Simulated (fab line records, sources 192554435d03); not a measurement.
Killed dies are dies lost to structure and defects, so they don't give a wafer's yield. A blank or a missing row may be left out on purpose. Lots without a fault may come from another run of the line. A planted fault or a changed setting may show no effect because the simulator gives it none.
Which tool did it? | flow n5_finfet | 22 lots, 66 wafers sampled, at 3 steps of a route of 1938

WHAT THE GAUGES READ, wafer by wafer
N5_SD_ACTIVATION_RS_MEAS_03: measures by four-point-probe. Usual: RS_SD_N 21.94 ohm/sq, standard deviation 0.26; RS_SD_P 56.4 ohm/sq, standard deviation 0.97.
lot  | measured    | on            | RS_SD_N (ohm/sq)  | RS_SD_P (ohm/sq) | flag
L074 | day 3 11:46 | film_metro-02 | 21.61 21.50 21.54 | 54.5 55.5 54.6   |
L075 | day 3 15:21 | film_metro-02 | 21.93 21.85 21.68 | 55.5 56.3 56.7   |
L076 | day 3 22:52 | film_metro-01 | 21.67 21.77 22.01 | 56.0 56.1 56.5   |
L077 | day 4 05:55 | film_metro-01 | 21.83 21.86 21.91 | 57.8 57.3 57.3   |
L078 | day 4 09:26 | film_metro-02 | 21.67 21.88 21.95 | 55.3 55.4 55.8   |
L079 | day 4 17:38 | film_metro-02 | 21.86 21.97 21.93 | 57.1 55.6 56.1   |
L080 | day 4 21:35 | film_metro-01 | 21.84 22.51 21.98 | 57.0 57.7 57.0   |
L081 | day 5 08:01 | film_metro-01 | 21.60 21.73 21.57 | 58.6 58.2 58.6   |
L082 | day 5 12:35 | film_metro-02 | 21.87 21.86 21.94 | 57.1 57.2 58.1   |
L083 | day 5 15:43 | film_metro-02 | 22.38 22.21 22.03 | 55.2 55.1 54.4   |
L085 | day 6 05:14 | film_metro-02 | 21.56 21.87 21.92 | 56.6 56.6 56.0   |
L086 | day 6 11:07 | film_metro-01 | 21.99 22.04 22.08 | 57.2 58.4 57.5   |
L088 | day 6 21:23 | film_metro-01 | 22.00 21.81 22.30 | 57.0 58.2 57.1   |
L089 | day 7 04:48 | film_metro-01 | 21.84 21.69 21.76 | 55.4 55.9 56.0   |
L090 | day 7 10:52 | film_metro-01 | 22.42 22.50 22.21 | 57.3 57.1 57.4   |
L091 | day 7 14:47 | film_metro-01 | 21.94 22.14 21.85 | 56.3 56.3 56.3   |
L092 | day 8 00:50 | film_metro-02 | 21.83 22.36 21.98 | 56.0 55.5 56.2   |
L093 | day 8 07:10 | film_metro-01 | 22.31 22.06 22.25 | 55.0 55.0 55.0   |
L094 | day 8 11:01 | film_metro-02 | 21.51 21.64 21.35 | 55.5 56.1 55.7   |
L095 | day 8 21:22 | film_metro-01 | 22.05 21.97 22.08 | 56.5 56.3 57.4   |
L096 | day 9 05:57 | film_metro-01 | 22.05 21.90 22.18 | 56.7 56.0 56.2   |
L097 | day 9 06:49 | film_metro-01 | 21.79 21.89 21.91 | 55.2 55.2 55.1   |

WHICH TOOL RAN EACH LOT (tool, then ch and the chambers of the sampled wafers, then the start)
lot  | N5_SD_EPI_P_ETCH_36               | N5_SD_EPI_P_ETCH_16
L074 | rie_diel-02 ch 0,3, day 3 07:37   | rie_diel-02 ch 0,3, day 3 08:11
L075 | rie_diel-03 ch 0,1,2, day 3 11:12 | rie_diel-03 ch 0,1,2, day 3 11:47
L076 | rie_diel-03 ch 0,1,2, day 3 18:44 | rie_diel-03 ch 0,1,2, day 3 19:19
L077 | rie_diel-03 ch 0,1,2, day 4 00:53 | rie_diel-03 ch 0,1,2, day 4 01:28
L078 | rie_diel-02 ch 0,2, day 4 04:58   | rie_diel-02 ch 0,2, day 4 05:33
L079 | rie_diel-03 ch 0,1,3, day 4 13:28 | rie_diel-03 ch 0,1,3, day 4 14:03
L080 | rie_diel-02 ch 0,3, day 4 17:28   | rie_diel-02 ch 0,3, day 4 18:02
L081 | rie_diel-04 ch 0,1,3, day 5 03:41 | rie_diel-04 ch 0,1,3, day 5 04:16
L082 | rie_diel-04 ch 1,2, day 5 08:28   | rie_diel-04 ch 1,2, day 5 09:02
L083 | rie_diel-04 ch 1,2,3, day 5 11:24 | rie_diel-04 ch 1,2,3, day 5 11:59
L085 | rie_diel-04 ch 1,3, day 6 00:41   | rie_diel-04 ch 1,3, day 6 01:16
L086 | rie_diel-04 ch 0,3, day 6 06:59   | rie_diel-04 ch 0,3, day 6 07:34
L088 | rie_diel-04 ch 0,1,2, day 6 17:15 | rie_diel-04 ch 0,1,2, day 6 17:50
L089 | rie_diel-04 ch 0,1,2, day 7 00:32 | rie_diel-04 ch 0,1,2, day 7 01:07
L090 | rie_diel-04 ch 0,1,2, day 7 06:34 | rie_diel-04 ch 0,1,2, day 7 07:08
L091 | rie_diel-04 ch 0,1,2, day 7 10:39 | rie_diel-04 ch 0,1,2, day 7 11:14
L092 | rie_diel-02 ch 0,1,2, day 7 20:43 | rie_diel-02 ch 0,1,2, day 7 21:18
L093 | rie_diel-03 ch 0,3, day 8 03:03   | rie_diel-03 ch 0,3, day 8 03:38
L094 | rie_diel-02 ch 0,1,3, day 8 06:52 | rie_diel-02 ch 0,1,3, day 8 07:26
L095 | rie_diel-04 ch 0,1,3, day 8 17:11 | rie_diel-04 ch 0,1,3, day 8 17:46
L096 | rie_diel-03 ch 1,3, day 9 00:57   | rie_diel-03 ch 1,3, day 9 01:32
L097 | rie_diel-02 ch 0,1,2, day 9 01:50 | rie_diel-02 ch 0,1,2, day 9 02:25
- N5_SD_EPI_P_ETCH_36: etches SiARC in CF4, target depth 45.5 nm, time 75.8 s.
- N5_SD_EPI_P_ETCH_16: etches SiO2 in CHF3/O2, target depth 5 nm.

WHAT THE TOOLS THEMSELVES READ (means of the sampled wafers that have a number; where no wafer has one, the mark that the record gives instead)
N5_SD_EPI_P_ETCH_36. Usual: drypump_motor_current_A 5.8 A, standard deviation 0.41; etch_rf_on_time_s 75.7 s, standard deviation 2; oes_product_au 0.67 a.u., standard deviation 0.068; rf_vpp_V 183.9 V, standard deviation 1.2; showerhead_plenum_p_Torr 2.13 Torr, standard deviation 0.075; throttle_valve_pct 15.67 %, standard deviation 0.2.
lot  | tool        | drypump_motor_current_A (A) | etch_rf_on_time_s (s) | oes_product_au (a.u.) | rf_vpp_V (V) | showerhead_plenum_p_Torr (Torr) | throttle_valve_pct (%) | flag
L074 | rie_diel-02 | 5.3                         | 76.9                  | 0.66                  | 183.5        | 2.10                            | 15.60                  |
L075 | rie_diel-03 | 5.6                         | 73.2                  | 0.69                  | 184.9        | 2.18                            | 15.76                  |
L076 | rie_diel-03 | 5.6                         | 74.4                  | 0.68                  | 184.5        | 2.18                            | 15.77                  |
L077 | rie_diel-03 | 5.6                         | 74.0                  | 0.68                  | 184.3        | 2.18                            | 15.77                  |
L078 | rie_diel-02 | 5.5                         | 76.1                  | 0.64                  | 183.3        | 2.08                            | 15.59                  |
L079 | rie_diel-03 | 5.8                         | 73.6                  | 0.66                  | 185.1        | 2.20                            | 15.82                  |
L080 | rie_diel-02 | 5.3                         | 75.3                  | 0.66                  | 183.4        | 2.10                            | 15.64                  |
L081 | rie_diel-04 | 6.1                         | 75.4                  | 0.67                  | 183.5        | 2.10                            | 15.68                  |
L082 | rie_diel-04 | 6.0                         | 75.2                  | 0.67                  | 184.6        | 2.18                            | 15.62                  |
L083 | rie_diel-04 | 5.9                         | 74.6                  | 0.64                  | 184.7        | 2.16                            | 15.75                  |
L085 | rie_diel-04 | 6.1                         | 73.5                  | 0.67                  | 184.3        | 2.15                            | 15.62                  |
L086 | rie_diel-04 | 6.1                         | 76.9                  | 0.63                  | 183.0        | 2.07                            | 15.82                  |
L088 | rie_diel-04 | 6.0                         | 77.1                  | 0.65                  | 183.5        | 2.13                            | 15.71                  |
L089 | rie_diel-04 | 6.0                         | 75.6                  | 0.65                  | 184.5        | 2.13                            | 15.73                  |
L090 | rie_diel-04 | 6.0                         | 76.9                  | 0.65                  | 184.5        | 2.13                            | 15.73                  |
L091 | rie_diel-04 | 6.0                         | 76.8                  | 0.65                  | 183.6        | 2.13                            | 15.72                  |
L092 | rie_diel-02 | 5.3                         | 75.9                  | 0.68                  | 183.0        | 2.07                            | 15.50                  |
L093 | rie_diel-03 | 6.0                         | 75.8                  | 0.67                  | 184.7        | 2.21                            | 15.80                  |
L094 | rie_diel-02 | 5.2                         | 75.9                  | 0.69                  | 182.9        | 2.07                            | 15.52                  |
L095 | rie_diel-04 | 6.2                         | 75.7                  | 0.72                  | 183.4        | 2.09                            | 15.58                  |
L096 | rie_diel-03 | 6.0                         | 74.0                  | 0.78                  | 184.7        | 2.21                            | 15.49                  |
L097 | rie_diel-02 | 5.3                         | 75.5                  | 0.67                  | 183.9        | 2.06                            | 15.50                  |

N5_SD_EPI_P_ETCH_16. Usual: drypump_motor_current_A 5.8 A, standard deviation 0.41; oes_product_au 0.78 a.u., standard deviation 0.077; rf_vpp_V 521 V, standard deviation 9.2; showerhead_plenum_p_Torr 2.40 Torr, standard deviation 0.087; throttle_valve_pct 18.95 %, standard deviation 0.18.
lot  | tool        | drypump_motor_current_A (A) | oes_product_au (a.u.) | rf_vpp_V (V) | showerhead_plenum_p_Torr (Torr) | throttle_valve_pct (%) | flag
L074 | rie_diel-02 | 5.3                         | 0.79                  | 531          | 2.36                            | 18.87                  |
L075 | rie_diel-03 | 5.6                         | 0.80                  | 519          | 2.45                            | 19.07                  |
L076 | rie_diel-03 | 5.6                         | 0.80                  | 519          | 2.45                            | 19.06                  |
L077 | rie_diel-03 | 5.6                         | 0.79                  | 519          | 2.45                            | 19.08                  |
L078 | rie_diel-02 | 5.5                         | 0.74                  | 525          | 2.35                            | 18.85                  |
L079 | rie_diel-03 | 5.8                         | 0.77                  | 518          | 2.48                            | 19.14                  |
L080 | rie_diel-02 | 5.3                         | 0.77                  | 532          | 2.35                            | 18.91                  |
L081 | rie_diel-04 | 6.2                         | 0.79                  | 522          | 2.36                            | 18.98                  |
L082 | rie_diel-04 | 6.0                         | 0.78                  | 515          | 2.45                            | 18.87                  |
L083 | rie_diel-04 | 5.9                         | 0.74                  | 519          | 2.43                            | 19.02                  |
L085 | rie_diel-04 | 6.2                         | 0.79                  | 517          | 2.42                            | 18.92                  |
L086 | rie_diel-04 | 6.1                         | 0.74                  | 526          | 2.34                            | 19.13                  |
L088 | rie_diel-04 | 6.0                         | 0.76                  | 520          | 2.39                            | 18.95                  |
L089 | rie_diel-04 | 6.0                         | 0.76                  | 520          | 2.38                            | 18.95                  |
L090 | rie_diel-04 | 6.0                         | 0.75                  | 521          | 2.38                            | 18.97                  |
L091 | rie_diel-04 | 6.0                         | 0.76                  | 520          | 2.38                            | 18.97                  |
L092 | rie_diel-02 | 5.3                         | 0.79                  | 520          | 2.33                            | 18.79                  |
L093 | rie_diel-03 | 6.0                         | 0.78                  | 515          | 2.49                            | 19.11                  |
L094 | rie_diel-02 | 5.2                         | 0.81                  | 523          | 2.33                            | 18.82                  |
L095 | rie_diel-04 | 6.2                         | 0.85                  | 523          | 2.35                            | 18.88                  |
L096 | rie_diel-03 | 6.0                         | 0.90                  | 507          | 2.50                            | 18.85                  |
L097 | rie_diel-02 | 5.3                         | 0.78                  | 519          | 2.32                            | 18.79                  |

THE ANSWER, worked out from the rows above alone
Rule: a lot is off if the mean of its wafers that have a number lies more than 3 standard deviations from the usual mean. A lot without any number at a reading at which 4 lots or more have one is off too. The other lots that the step has rows for count as sound. The gauges are gone through in route order, then the tools' own readings, and for those a lot's mean is taken as printed above. The first step at which some lot is off is used, and at that step the reading that is off furthest; a lot without a number counts as furthest.
No lot is off at any reading shown: from this, nothing can be told.

WHAT THE SIMULATOR HAD PUT IN
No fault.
